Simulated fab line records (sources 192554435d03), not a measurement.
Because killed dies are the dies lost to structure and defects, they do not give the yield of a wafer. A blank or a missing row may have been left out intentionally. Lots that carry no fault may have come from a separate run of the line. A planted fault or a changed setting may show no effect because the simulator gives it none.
Matching of chambers -- flow n5 finfet -- cvd co-02 running N5_BEOL_M5_CO_CAP_78: 3 sister chambers
The step material Co, precursor CCTBA/H2, target thk 2 nm, time 102.1 s. 24 wafers are shown with their chamber, then 12 later ones without.

== WAFERS WITH THEIR CHAMBER ==
wafer,chamber,heater power w (W)
L074.1,1,222
L074.4,0,204
L074.5,1,226
L078.1,1,225
L078.4,1,229
L078.5,0,211
L080.1,2,241
L080.2,1,225
L080.5,2,239
L087.3,0,207
L087.5,2,240
L087.6,1,226
L085.2,1,229
L085.5,1,224
L085.6,2,248
L088.1,2,242
L088.2,0,209
L088.3,1,225
L089.1,1,221
L089.4,0,210
L089.6,1,227
L091.1,2,243
L091.4,2,241
L091.5,0,214

SIGNATURES (averages over the wafers above)
reading,chamber 0,chamber 1,chamber 2,scatter within a chamber
heater power w,209.17,225.36,242.00,2.87
Rule: for a wafer and a chamber, the distance is found by dividing, reading by reading, the gap between the wafer's reading and the chamber's mean by the reading's scatter, squaring, summing and taking the root. The wafer belongs to the nearest chamber; if the next one is less than 2 further off, it can't be placed. The scatter: take each reading less its chamber's mean, square it, sum over the shown wafers, divide by the number of wafers less the number of chambers, and take the root.

== WAFERS WITH NO CHAMBER GIVEN ==
wafer,heater power w (W)
L096.1,243
L096.3,225
L096.5,231
L094.1,245
L094.5,231
L094.6,244
L095.3,205
L095.5,229
L095.6,245
L097.2,211
L097.4,224
L097.6,210

== CHAMBER TAKEN BY EACH ==
wafer,from the rows above,in truth
L096.1,2,2
L096.3,1,1
L096.5,can't be placed: 1 or 2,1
L094.1,2,2
L094.5,can't be placed: 1 or 2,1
L094.6,2,2
L095.3,0,0
L095.5,1,1
L095.6,2,2
L097.2,0,0
L097.4,1,1
L097.6,0,0
Correctly placed: 10 of 12. From these rows, 2 cannot be placed; in 2 the true chamber is one of the candidates. Placed wrongly: 0.
